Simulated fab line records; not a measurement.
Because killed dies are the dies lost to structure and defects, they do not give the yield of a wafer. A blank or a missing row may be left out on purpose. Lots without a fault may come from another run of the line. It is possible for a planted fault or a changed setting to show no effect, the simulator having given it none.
Comparing a struck lot with a sound one | flow n5Finfet | 16 out of 1938 route steps
Sound: wafers L528.1, L528.4, L528.6. Wafers L514.2, L514.4, L514.5 were the ones struck. At the end, the cause is stated.
Each step with rows lists, per side, the tool, then ch with its chambers, then its first start. Under that, the readings that differ: sound wafers | struck wafers | difference of the means | sigmas: that difference in standard deviations of wafers without a fault.
alike: words and numbers the same on both sides, and readings whose means are apart by under 2 such deviations; not compared: readings that were withheld, readings missing a value for some wafer, numbers with overlapping values and no deviation given by the record, and bounds like >300 which may hide the same value.
A row with sigmas, a row that says differs or no value, or rows on one side alone: a step with any of these is where the two part. Numbers that don't overlap but have no deviation are shown without sigmas and don't part them. Lack of a reading on every wafer of one side parts them only where that side has two or more wafers.

first, 2 steps without rows for these wafers: N5_BEOL_M1_SPUTTER_81 (material Cu, target thk 4.5 nm, time 8.29 s); N5_BEOL_M1_ANNEAL_82 (time 240 s).
N5_BEOL_M1_SPUTTER_86: material Cu, target thk 4.5 nm, time 8.29 s.
  sound: pvdSputter-03 at day 11 23:31; struck: pvdSputter-02 at day 8 04:24
  alike: chamberPressurePa, chuckGasFlowSccm, substrateTempC, throttleValvePct
N5_BEOL_M1_ANNEAL_87: time 240 s.
  sound: pvdSputter-03 at day 11 23:36; struck: pvdSputter-02 at day 8 04:29
  alike: heaterPowerW
then, 4 steps without rows for these wafers: N5_BEOL_M1_SPUTTER_88 (material Cu, target thk 4.5 nm, time 8.29 s); N5_BEOL_M1_ANNEAL_89 (time 240 s); N5_BEOL_M1_SPUTTER_90 (material Cu, target thk 4.5 nm, time 8.29 s); N5_BEOL_M1_ANNEAL_91 (time 240 s).
N5_BEOL_M1_SPUTTER_92: material Cu, target thk 4.5 nm, time 8.29 s.
  sound: pvdSputter-03 at day 12 00:11; struck: pvdSputter-02 at day 8 05:04
  alike: chamberPressurePa, chuckGasFlowSccm, substrateTempC, throttleValvePct
then, 1 step without rows for these wafers: N5_BEOL_M1_ANNEAL_93 (time 240 s).
N5_BEOL_M1_SPUTTER_94: material Cu, target thk 4.5 nm, time 8.29 s.
  sound: pvdSputter-03 at day 12 00:24; struck: pvdSputter-02 at day 8 05:17
  alike: chamberPressurePa, chuckGasFlowSccm, substrateTempC, throttleValvePct
N5_BEOL_M1_ANNEAL_95: time 240 s.
  sound: pvdSputter-03 at day 12 00:29; struck: pvdSputter-02 at day 8 05:22
  alike: heaterPowerW
N5_BEOL_M1_SPUTTER_96: material Cu, target thk 4.5 nm, time 8.29 s.
  sound: pvdSputter-03 at day 12 00:37; struck: pvdSputter-02 at day 8 05:30
  no value came back on the struck wafers for chamberPressurePa (Pa), chuckGasFlowSccm (sccm), substrateTempC (C), throttleValvePct (%); on the sound wafers chamberPressurePa (Pa) reads 0.06984 0.0698 0.06991
then, 1 step without rows for these wafers: N5_BEOL_M1_ECD_50 (material Cu, target thk 300 nm).
N5_BEOL_M4_RC_MEAS_101:
  sound on prober-01 ch 0, day 13 02:47; struck on prober-02 ch 0, day 9 20:43
  alike: DIBL_N, DIBL_P, IOFF_N, IOFF_P, ION_N, ION_P, SS_N, SS_P, VT_N, VT_P
-- the record jumps here: 4 days lie between the struck wafers' starts before and after (it left off in module BEOL_M4 and takes up again in module PASSIVATION, whose first step shown is number 1936 of the route) --
N5_PASSIVATION_PROBE_49:
  sound: prober-02 at day 17 06:03; struck: prober-01 at day 13 23:04
reading              | sound   | struck | difference | sigmas
sort_bin_8_speed (%) | 0 4.4 0 | 0 0 0  | -1         | -4
  alike: defectLimitedYield, killed_at_M0_to_M3, killed_at_M4_up, killedAtContacts, killedAtFrontEnd, killedAtOther, killedDies, killedOpen, killedShort, sort_bin_5_function, sort_bin_6_memory, sortNPass, sortYieldPct

WHERE THEY PART
First at N5_BEOL_M1_SPUTTER_96; last, within this record, at N5_PASSIVATION_PROBE_49.

WHY: the cause the simulator had injected
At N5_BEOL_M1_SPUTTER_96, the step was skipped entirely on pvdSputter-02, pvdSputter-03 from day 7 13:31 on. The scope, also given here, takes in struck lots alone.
